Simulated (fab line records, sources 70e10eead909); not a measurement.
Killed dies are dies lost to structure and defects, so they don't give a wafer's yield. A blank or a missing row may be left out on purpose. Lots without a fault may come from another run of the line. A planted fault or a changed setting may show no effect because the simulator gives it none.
Which tool did it? | flow nand_harc | 14 lots, 42 wafers sampled, at 7 steps of a route of 1159

WHAT THE GAUGES READ, wafer by wafer
NHARC_P_ZERO_WELL_CD_MEAS_11: target cd 500 nm. Usual: cd_nm 500.3 nm, standard deviation 1.8.
lot  | measured    | on        | cd_nm (nm)        | flag
L345 | day 1 13:19 | cd_sem-03 | 500.4 499.8 499.9 |
L346 | day 1 19:07 | cd_sem-01 | 498.6 497.7 501.4 |
L348 | day 2 07:14 | cd_sem-03 | 504.3 498.3 500.4 |
L349 | day 2 13:14 | cd_sem-03 | 498.2 501.3 499.1 |
L350 | day 2 19:14 | cd_sem-03 | 499.4 500.0 498.1 |
L351 | day 3 01:14 | cd_sem-03 | 499.7 502.4 501.0 |
L354 | day 3 19:16 | cd_sem-01 | 499.8 500.5 503.4 |
L355 | day 4 01:14 | cd_sem-03 | 499.7 499.7 500.6 |
L360 | day 5 07:15 | cd_sem-02 | 498.4 499.1 501.2 |
L361 | day 5 13:16 | cd_sem-03 | 497.3 499.8 499.0 |
L363 | day 6 01:14 | cd_sem-01 | 498.7 499.1 498.8 |
L365 | day 6 13:15 | cd_sem-01 | 499.3 499.6 498.5 |
L366 | day 6 19:14 | cd_sem-01 | 498.0 499.7 500.1 |
L368 | day 7 07:11 | cd_sem-03 | 501.0 496.3 498.6 |

NHARC_P_STI_CD_MEAS_09: target cd 200 nm. Usual: cd_nm 199.6 nm, standard deviation 1.7.
lot  | measured    | on        | cd_nm (nm)        | flag
L345 | day 2 13:37 | cd_sem-02 | 199.9 199.8 201.8 |
L346 | day 2 13:46 | cd_sem-03 | 200.3 199.6 201.9 |
L348 | day 3 05:42 | cd_sem-03 | 199.4 199.0 199.4 |
L349 | day 3 12:06 | cd_sem-03 | 201.7 200.8 200.1 |
L350 | day 3 20:19 | cd_sem-02 | 201.3 199.5 202.1 |
L351 | day 3 20:29 | cd_sem-01 | 199.5 198.4 200.3 |
L354 | day 4 17:31 | cd_sem-03 | 173.0 173.2 173.9 | OFF
L355 | day 5 02:16 | cd_sem-02 | 178.4 175.7 177.1 | OFF
L360 | day 6 08:28 | cd_sem-01 | 199.4 197.6 199.0 |
L361 | day 6 08:19 | cd_sem-03 | 197.4 200.9 200.9 |
L363 | day 6 22:46 | cd_sem-03 | 197.1 198.8 199.0 |
L365 | day 7 11:05 | cd_sem-01 | 198.7 200.2 197.2 |
L366 | day 7 16:58 | cd_sem-02 | 202.1 202.6 199.7 |
L368 | day 8 04:49 | cd_sem-03 | 197.2 196.6 199.2 |

NHARC_P_STI_CD_MEAS_16. Usual: cd_nm 198.9 nm, standard deviation 1.8.
lot  | measured    | on        | cd_nm (nm)        | flag
L345 | day 2 14:19 | cd_sem-02 | 198.5 198.9 200.6 |
L346 | day 2 14:28 | cd_sem-02 | 198.7 199.7 202.6 |
L348 | day 3 06:25 | cd_sem-03 | 199.9 198.7 198.5 |
L349 | day 3 12:48 | cd_sem-03 | 202.7 197.7 198.2 |
L350 | day 3 21:30 | cd_sem-01 | 199.8 199.1 202.0 |
L351 | day 3 21:11 | cd_sem-02 | 198.5 197.5 199.2 |
L354 | day 4 18:15 | cd_sem-03 | 172.3 172.2 173.1 | OFF
L355 | day 5 03:02 | cd_sem-02 | 177.4 175.9 175.9 | OFF
L360 | day 6 09:11 | cd_sem-02 | 197.3 196.8 200.0 |
L361 | day 6 09:00 | cd_sem-02 | 196.1 200.6 199.1 |
L363 | day 6 23:28 | cd_sem-01 | 197.0 198.6 198.9 |
L365 | day 7 11:48 | cd_sem-03 | 198.0 198.9 196.5 |
L366 | day 7 17:40 | cd_sem-03 | 201.2 201.0 199.1 |
L368 | day 8 05:34 | cd_sem-02 | 197.2 194.3 200.0 |

NHARC_P_STI_OCD_MEAS_17. Usual: trench_depth_nm 300 nm, standard deviation 4.3; trench_foot_cd_nm 157.7 nm, standard deviation 1.8.
lot  | measured    | on     | trench_depth_nm (nm) | trench_foot_cd_nm (nm) | flag
L345 | day 2 14:24 | ocd-01 | 306 299 296          | 157.2 158.2 160.5      |
L346 | day 2 14:33 | ocd-01 | 299 301 296          | 157.4 157.8 161.0      |
L348 | day 3 06:29 | ocd-01 | 303 300 296          | 157.0 156.3 157.9      |
L349 | day 3 12:53 | ocd-01 | 294 292 295          | 160.4 159.7 158.9      |
L350 | day 3 21:35 | ocd-01 | 302 308 301          | 159.4 156.9 159.6      |
L351 | day 3 21:16 | ocd-01 | 301 299 297          | 157.0 156.6 158.3      |
L354 | day 4 18:20 | ocd-01 | 299 299 297          | 130.8 132.0 132.7      | OFF
L355 | day 5 03:08 | ocd-01 | 294 292 293          | 137.4 135.0 136.1      | OFF
L360 | day 6 09:16 | ocd-01 | 296 305 294          | 157.8 154.8 157.8      |
L361 | day 6 09:05 | ocd-01 | 305 294 292          | 154.9 160.0 160.6      |
L363 | day 6 23:34 | ocd-01 | 300 299 300          | 155.0 157.1 156.1      |
L365 | day 7 11:54 | ocd-01 | 296 302 302          | 157.3 157.6 155.1      |
L366 | day 7 17:44 | ocd-01 | 305 304 304          | 159.4 159.7 157.1      |
L368 | day 8 05:40 | ocd-01 | 303 300 302          | 154.5 154.2 157.4      |

WHICH TOOL RAN EACH LOT (tool, then ch and the chambers of the sampled wafers, then the start)
lot  | NHARC_P_ZERO_WELL_ETCH_62                    | NHARC_P_STI_PEB_07               | NHARC_P_STI_DESCUM_14
L345 | rie_diel-13 ch 0,1,2, day 2 13:32 or earlier | litho_track-07 ch 0, day 2 13:32 | rie_diel-11 ch 1,3, day 2 13:52
L346 | rie_diel-13 ch 0,1,3, day 2 13:41 or earlier | litho_track-02 ch 0, day 2 13:41 | rie_diel-05 ch 1,2,3, day 2 14:02
L348 | rie_diel-13 ch 2,3, day 3 05:37 or earlier   | litho_track-05 ch 0, day 3 05:37 | rie_diel-11 ch 0,1,3, day 3 05:58
L349 | rie_diel-13 ch 2,3, day 3 12:01 or earlier   | litho_track-05 ch 0, day 3 12:01 | rie_diel-01 ch 0,1,2, day 3 12:23
L350 | rie_diel-02 ch 1,3, day 3 20:14 or earlier   | litho_track-02 ch 0, day 3 20:14 | rie_diel-05 ch 0,3, day 3 20:35
L351 | rie_diel-02 ch 0,1, day 3 20:23 or earlier   | litho_track-07 ch 0, day 3 20:23 | rie_diel-01 ch 0,1,2, day 3 20:45
L354 | rie_diel-13 ch 2,3, day 4 17:25 or earlier   | litho_track-02 ch 0, day 4 17:25 | rie_diel-01 ch 1,2,3, day 4 17:47
L355 | rie_diel-13 ch 0,1,2, day 5 02:11 or earlier | litho_track-02 ch 0, day 5 02:11 | rie_diel-01 ch 0,2, day 5 02:32
L360 | rie_diel-09 ch 1,2, day 6 08:23 or earlier   | litho_track-07 ch 0, day 6 08:23 | rie_diel-05 ch 0,1,2, day 6 08:45
L361 | rie_diel-02 ch 0,1, day 6 08:13 or earlier   | litho_track-07 ch 0, day 6 08:13 | rie_diel-11 ch 0,3, day 6 08:34
L363 | rie_diel-13 ch 0,3, day 6 22:41 or earlier   | litho_track-05 ch 0, day 6 22:41 | rie_diel-11 ch 1,2,3, day 6 23:02
L365 | rie_diel-13 ch 0,2, day 7 11:01 or earlier   | litho_track-07 ch 0, day 7 11:01 | rie_diel-11 ch 0,2,3, day 7 11:22
L366 | rie_diel-09 ch 0,2, day 7 16:53 or earlier   | litho_track-05 ch 0, day 7 16:53 | rie_diel-05 ch 0,2,3, day 7 17:14
L368 | rie_diel-09 ch 0,1,2, day 8 04:43 or earlier | litho_track-07 ch 0, day 8 04:43 | rie_diel-11 ch 0,1, day 8 05:04
- NHARC_P_ZERO_WELL_ETCH_62: etches the open film in CHF3/Ar, target depth 13 nm, time 6.5 s.
- NHARC_P_STI_PEB_07: peb time 80 s.
- NHARC_P_STI_DESCUM_14: chemistry O2, time 3 s.

WHAT THE TOOLS THEMSELVES READ (means of the sampled wafers that have a number; where no wafer has one, the mark that the record gives instead)
NHARC_P_ZERO_WELL_ETCH_62. Usual: drypump_motor_current_A 5.6 A, standard deviation 0.41; oes_product_au 0.962 a.u., standard deviation 0.018; rf_vpp_V 370.9 V, standard deviation 2.6; showerhead_plenum_p_Torr 2.36 Torr, standard deviation 0.11; throttle_valve_pct 20.217 %, standard deviation 0.0086.
lot  | tool        | drypump_motor_current_A (A) | oes_product_au (a.u.) | rf_vpp_V (V) | showerhead_plenum_p_Torr (Torr) | throttle_valve_pct (%) | flag
L345 | rie_diel-13 | 5.5                         | 0.970                 | 372.3        | 2.43                            | 20.216                 |
L346 | rie_diel-13 | 5.5                         | 0.972                 | 370.9        | 2.33                            | 20.218                 |
L348 | rie_diel-13 | 5.9                         | 0.960                 | 372.4        | 2.42                            | 20.222                 |
L349 | rie_diel-13 | 5.9                         | 0.954                 | 373.2        | 2.42                            | 20.222                 |
L350 | rie_diel-02 | 5.7                         | 0.968                 | 369.4        | 2.28                            | 20.225                 |
L351 | rie_diel-02 | 5.7                         | 0.961                 | 368.2        | 2.22                            | 20.207                 |
L354 | rie_diel-13 | 5.9                         | 0.972                 | 371.9        | 2.42                            | 20.218                 |
L355 | rie_diel-13 | 5.5                         | 0.971                 | 373.1        | 2.43                            | 20.213                 |
L360 | rie_diel-09 | 6.0                         | 0.973                 | 373.4        | 2.47                            | 20.223                 |
L361 | rie_diel-02 | 5.4                         | 0.954                 | 367.0        | 2.23                            | 20.220                 |
L363 | rie_diel-13 | 5.6                         | 0.969                 | 370.6        | 2.37                            | 20.221                 |
L365 | rie_diel-13 | 5.7                         | 0.915                 | 373.8        | 2.49                            | 20.224                 |
L366 | rie_diel-09 | 5.9                         | 0.961                 | 370.2        | 2.32                            | 20.213                 |
L368 | rie_diel-09 | 6.0                         | 0.961                 | 370.8        | 2.39                            | 20.218                 |

NHARC_P_STI_PEB_07. Usual: heater_power_total_W 189.8 W, standard deviation 0.8; plate_temp_C 128.02 C, standard deviation 0.12; resist_line_temp_C 23.00 C, standard deviation 0.11.
lot  | tool           | heater_power_total_W (W) | plate_temp_C (C) | resist_line_temp_C (C) | flag
L345 | litho_track-07 | 189.4                    | 127.95           | 22.95                  |
L346 | litho_track-02 | 190.1                    | 128.17           | 22.99                  |
L348 | litho_track-05 | 190.3                    | 128.09           | 22.98                  |
L349 | litho_track-05 | 190.7                    | 128.05           | 22.99                  |
L350 | litho_track-02 | 189.7                    | 127.90           | 22.96                  |
L351 | litho_track-07 | 190.0                    | 128.01           | 22.99                  |
L354 | litho_track-02 | 184.1                    | 125.18           | 23.00                  | OFF
L355 | litho_track-02 | 185.3                    | 125.43           | 23.01                  | OFF
L360 | litho_track-07 | 190.5                    | 127.97           | 22.94                  |
L361 | litho_track-07 | 189.6                    | 127.88           | 23.04                  |
L363 | litho_track-05 | 189.1                    | 127.86           | 22.85                  |
L365 | litho_track-07 | 189.6                    | 128.15           | 23.07                  |
L366 | litho_track-05 | 189.5                    | 128.01           | 23.03                  |
L368 | litho_track-07 | 189.9                    | 128.11           | 23.17                  |

NHARC_P_STI_DESCUM_14. Usual: drypump_motor_current_A 5.5 A, standard deviation 0.53; oes_product_au 1.001 a.u., standard deviation 0.0095; rf_vpp_V 57.9 V, standard deviation 0.87; showerhead_plenum_p_Torr 1.95 Torr, standard deviation 0.082; throttle_valve_pct 11.310 %, standard deviation 0.009.
lot  | tool        | drypump_motor_current_A (A) | oes_product_au (a.u.) | rf_vpp_V (V) | showerhead_plenum_p_Torr (Torr) | throttle_valve_pct (%) | flag
L345 | rie_diel-11 | 5.5                         | 1.011                 | 57.4         | 1.84                            | 11.302                 |
L346 | rie_diel-05 | 5.3                         | 0.998                 | 57.1         | 1.97                            | 11.320                 |
L348 | rie_diel-11 | 5.2                         | 1.009                 | 58.3         | 1.90                            | 11.306                 |
L349 | rie_diel-01 | 5.6                         | 0.986                 | 58.5         | 1.98                            | 11.314                 |
L350 | rie_diel-05 | 5.3                         | 1.000                 | 57.7         | 2.00                            | 11.309                 |
L351 | rie_diel-01 | 5.6                         | 0.995                 | 58.0         | 1.98                            | 11.308                 |
L354 | rie_diel-01 | 5.9                         | 0.994                 | 58.5         | 1.99                            | 11.308                 |
L355 | rie_diel-01 | 5.8                         | 0.992                 | 57.2         | 1.99                            | 11.310                 |
L360 | rie_diel-05 | 5.6                         | 1.008                 | 57.8         | 1.92                            | 11.309                 |
L361 | rie_diel-11 | 5.3                         | 1.005                 | 57.6         | 1.98                            | 11.310                 |
L363 | rie_diel-11 | 5.4                         | 1.007                 | 57.7         | 1.83                            | 11.316                 |
L365 | rie_diel-11 | 5.4                         | 1.008                 | 56.7         | 1.90                            | 11.307                 |
L366 | rie_diel-05 | 5.7                         | 1.009                 | 57.9         | 1.94                            | 11.308                 |
L368 | rie_diel-11 | 5.0                         | 1.003                 | 57.9         | 1.96                            | 11.304                 |

THE ANSWER, worked out from the rows above alone
Rule: a lot is off if the mean of its wafers that have a number lies more than 3 standard deviations from the usual mean. A lot without any number at a reading at which 4 lots or more have one is off too. The other lots that the step has rows for count as sound. The gauges are gone through in route order, then the tools' own readings, and for those a lot's mean is taken as printed above. The first step at which some lot is off is used, and at that step the reading that is off furthest; a lot without a number counts as furthest.
Off: L354, L355, at NHARC_P_STI_CD_MEAS_09 (cd_nm).
A tool fits if, at a process step before that reading, it ran every lot that is off, and no sound lot after the first of them. The gauges at NHARC_P_STI_CD_MEAS_09 aren't tried: what is off there is off at NHARC_P_STI_OCD_MEAS_17 too, on other tools, and a gauge's error can't cause that. NHARC_P_ZERO_WELL_ETCH_62 gives no start for some lots, so the hours and the order of its lots are those of NHARC_P_STI_PEB_07. One fits: litho_track-02 at NHARC_P_STI_PEB_07. Its last sound lot is L350 (day 3 20:14), its first lot that is off L354 (day 4 17:25): a fault that began between those two fits.
The tool's own readings at NHARC_P_STI_PEB_07 bear it out: on the lots that are off they differ by more than 5 times the standard deviation of the sound lots' means. heater_power_total_W reads 184.7 W there against 189.9 W on the sound lots; plate_temp_C reads 125.31 C there against 128.01 C on the sound lots.

WHAT THE SIMULATOR HAD PUT IN
Process parameter drift: litho_track-02, from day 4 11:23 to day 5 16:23, at NHARC_P_STI_PEB_07. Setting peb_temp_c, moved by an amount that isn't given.
Lots struck among those shown: L354, L355. The rule above found the same.
